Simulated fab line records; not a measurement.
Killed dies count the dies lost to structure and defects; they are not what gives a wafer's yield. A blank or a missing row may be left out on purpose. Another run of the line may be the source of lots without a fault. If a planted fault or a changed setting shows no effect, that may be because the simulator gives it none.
Split-lot study + flow n5-finfet + 7 lots, 21 wafers read, on a route of 1938 steps

ABOUT THE SPLIT
At N5_BEOL_M15_ILD_DEP_00 (deposits SiO2 from TEOS/O2, target thk 1629.3 nm, time 346.1 s), the setting time-s was moved away from the recipe's 346.1 s on 7 of the 21 wafers read, by -6.8% to +14.4%. This setting was run at the recipe's value on the other wafers.

There is no step in the file separating the split from the reading.

THE READING
M15_ILD_THK (nm), taken at N5_BEOL_M15_THK_MEAS_01. A value of 1634 nm with a standard deviation of 20 nm is what fault-free wafers of this fab line usually give.

| wafer  | tool, chamber at the split | time-s as run, s | against the recipe | M15_ILD_THK, nm | against lot-mates on the recipe |
|--------|----------------------------|------------------|--------------------|-----------------|---------------------------------|
| L082.1 | pecvd-03, 2                | 346.1            | recipe             | 1638            | -                               |
| L082.2 | pecvd-03, 0                | 322.5            | -6.8%              | 1496            | -132                            |
| L082.3 | pecvd-03, 1                | 346.1            | recipe             | 1618            | -                               |
| L083.4 | pecvd-01, 0                | 346.1            | recipe             | 1642            | -                               |
| L083.5 | pecvd-01, 2                | 396              | +14.4%             | 1897            | +246                            |
| L083.6 | pecvd-01, 1                | 346.1            | recipe             | 1659            | -                               |
| L087.2 | pecvd-01, 0                | 346.1            | recipe             | 1639            | -                               |
| L087.5 | pecvd-01, 2                | 346.1            | recipe             | 1657            | -                               |
| L087.6 | pecvd-01, 1                | 346.1            | recipe             | 1678            | -                               |
| L088.2 | pecvd-01, 2                | 346.1            | recipe             | 1630            | -                               |
| L088.5 | pecvd-01, 1                | 378.1            | +9.2%              | 1808            | +178                            |
| L088.6 | pecvd-01, 2                | 378.1            | +9.2%              | 1796            | +166                            |
| L089.1 | pecvd-03, 1                | 346.1            | recipe             | 1605            | -                               |
| L089.5 | pecvd-03, 2                | 374.1            | +8.1%              | 1768            | +150                            |
| L089.6 | pecvd-03, 0                | 346.1            | recipe             | 1632            | -                               |
| L094.1 | pecvd-03, 0                | 346.1            | recipe             | 1638            | -                               |
| L094.4 | pecvd-03, 1                | 326.8            | -5.6%              | 1560            | -78                             |
| L094.5 | pecvd-03, 2                | 326.8            | -5.6%              | 1593            | -45                             |
| L093.1 | pecvd-01, 0                | 346.1            | recipe             | 1621            | -                               |
| L093.3 | pecvd-01, 1                | 346.1            | recipe             | 1646            | -                               |
| L093.5 | pecvd-01, 2                | 346.1            | recipe             | 1657            | -                               |

FIT RESULTS
A straight line over all 21 wafers: M15_ILD_THK changes by +17 nm for each +1% of time-s; r = +0.97; the points scatter about the line by 21 nm.
The same after taking each lot's own level away (the mean of its wafers on the recipe; 21 wafers): +17.1 nm for each +1%; r = +0.98; scatter 17 nm.
According to that fit, moving time-s by its largest amount changes the reading by 2.5e+02 nm.
Across the lots, their own levels run from 1618.5 to 1658.0 nm, a range of 2.0 times the standard deviation given above.
Hence the lot-to-lot level has little effect on the slope; both slopes agree.
Check: +253 nm against its lot-mates is what the line predicts for one of the wafers moved furthest among these (+14.4%) when that wafer is left out of the fit. Against them it came out at +246 nm.

OTHER SPLITS ON THESE WAFERS
These wafers also went through other splits before the reading. Each is held against what the fit with the lots' levels taken away leaves over:
| other split on the same wafers | wafers away from the commonest value | r with M15_ILD_THK (lot level and that fit taken away) |
|--------------------------------|--------------------------------------|--------------------------------------------------------|
| N5_BEOL_M13_EXPOSE_25 dose-mj  | 7                                    | +0.20                                                  |
| N5_BEOL_M13_DESCUM_33 time-s   | 5                                    | +0.15                                                  |
| N5_BEOL_M14_DEP_53 time-s      | 7                                    | +0.26                                                  |

THE WHOLE CHAIN: every reading that the file lists as answering this split, in the file's order
| step                    | what it does                                                   | reading                                                                             | change (the file's fit)              | r (the file's) |
|-------------------------|----------------------------------------------------------------|-------------------------------------------------------------------------------------|--------------------------------------|----------------|
| N5_BEOL_M15_ILD_DEP_00  | deposits SiO2 from TEOS/O2, target thk 1629.3 nm, time 346.1 s | SiO2_of_BEOL_M15_ILD_DEP_00.thk-nm (the simulator's own value, which no gauge read) | +17.4 nm for each +1% of the setting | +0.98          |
| N5_BEOL_M15_THK_MEAS_01 |                                                                | M15_ILD_THK                                                                         | +17.4 for each +1% of the setting    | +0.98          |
| N5_BEOL_M15_VIA_ETCH_16 | etches SiO2 in C4F8/O2/Ar, target depth 1792.2 nm              | etch.depth-nm (the simulator's own value, which no gauge read)                      | +17.4 nm for each +1% of the setting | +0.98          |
| N5_BEOL_M15_VIA_ETCH_16 | etches SiO2 in C4F8/O2/Ar, target depth 1792.2 nm              | coat_of_BEOL_M15_COAT_04.thk-nm (the simulator's own value, which no gauge read)    | -4.06 nm for each +1% of the setting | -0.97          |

THE FILE'S OWN FIT
M15_ILD_THK changes by +17.4 nm for each +1% of time-s, r = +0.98.
